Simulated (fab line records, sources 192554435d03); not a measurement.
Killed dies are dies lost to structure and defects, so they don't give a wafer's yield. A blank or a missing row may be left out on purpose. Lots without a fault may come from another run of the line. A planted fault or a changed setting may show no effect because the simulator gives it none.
One fault seen from 2 desks | flow n5_finfet | each desk has only its own numbers; what lay behind them comes last

THE TOOL OWNER'S DESK: euv_scanner-02
The tool's own readings at N5_BEOL_M5_EXPOSE_25 (exposes mask V4, defocus 10 nm): means of the sampled wafers that have a number, for each lot that ran on this tool. A lot is out of limits, marked OUT, if its mean lies more than 4 standard deviations from the usual mean; the brackets give that distance.
Columns: A = exposure_dose_mJ_cm2 at N5_BEOL_M5_EXPOSE_25, usual 52.70
lot  | first seen here | A
L449 | day 8 18:48     | 52.69
L454 | day 10 00:10    | 52.62
L455 | day 10 02:55    | 52.61
L464 | day 12 19:38    | 46.88 (-88) OUT
L466 | day 12 19:40    | 46.89 (-88) OUT
This desk's finding: out of limits on L464, L466; first on L464, day 12 19:38 (exposure_dose_mJ_cm2 at N5_BEOL_M5_EXPOSE_25). In limits: L449, L454, L455.

THE METROLOGY DESK
What the gauges read, lot by lot, whatever tool the lot ran on: means of the sampled wafers that have a number. A lot is out of limits, marked OUT, if its mean lies more than 4 standard deviations from the usual mean; the brackets give that distance. Of its 11 readings 7 are shown: the one that was out of limits first, and those that lie furthest out on some lot.
Columns: A = DIBL_N at N5_BEOL_M4_RC_MEAS_101, usual 36.5 mV/V; B = DIBL_P at N5_BEOL_M4_RC_MEAS_101, usual 36.9 mV/V; C = IOFF_N at N5_BEOL_M4_RC_MEAS_101, usual 0.163 nA/um; D = IOFF_P at N5_BEOL_M4_RC_MEAS_101, usual 0.22 nA/um; E = ION_P at N5_BEOL_M4_RC_MEAS_101, usual 462 uA/um; F = VT_N at N5_BEOL_M4_RC_MEAS_101, usual 249.8 mV; G = cd_nm at N5_BEOL_M5_CD_MEAS_28, usual 30.55 nm
lot  | first seen here | A    | B    | C     | D    | E   | F     | G
L449 | day 8 14:34     | 37.5 | 37.0 | 0.173 | 0.27 | 479 | 247.7 | 30.56
L454 | day 9 18:59     | 37.2 | 37.1 | 0.172 | 0.21 | 454 | 247.5 | 30.49
L455 | day 9 21:07     | 36.1 | 37.5 | 0.179 | 0.26 | 469 | 248.2 | 30.58
L464 | day 12 12:41    | 37.1 | 39.1 | 0.185 | 0.23 | 466 | 247.1 | 27.55 (-14) OUT
L466 | day 12 13:56    | 34.0 | 35.4 | 0.128 | 0.19 | 462 | 254.4 | 27.76 (-13) OUT
L465 | day 12 16:38    | 38.2 | 39.5 | 0.173 | 0.22 | 461 | 250.7 | 30.77
L467 | day 12 18:17    | 35.8 | 37.2 | 0.154 | 0.19 | 453 | 251.4 | 30.47
L470 | day 13 15:49    | 37.8 | 36.2 | 0.193 | 0.26 | 462 | 247.3 | 30.47
This desk's finding: out of limits on L464, L466; first on L464, day 12 19:46 (cd_nm at N5_BEOL_M5_CD_MEAS_28). In limits: L449, L454, L455, L465, L467, L470.

PUT TOGETHER
The tool owner's desk could have raised an alarm at day 12 19:38, on L464, L466.
The metrology desk could have raised an alarm at day 12 19:46, on L464, L466.
Of the lots named, all ran N5_BEOL_M5_EXPOSE_25 on euv_scanner-02.

WHAT THE SIMULATOR HAD PUT IN
Process parameter drift: euv_scanner-02, from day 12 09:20 on, at N5_BEOL_M5_EXPOSE_25. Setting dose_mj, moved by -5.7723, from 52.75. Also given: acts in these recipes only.
Lots struck among those shown: L464, L466.
Hours from the fault's start to each desk's first reading out of limits: the tool owner's desk, 10; the metrology desk, 10.
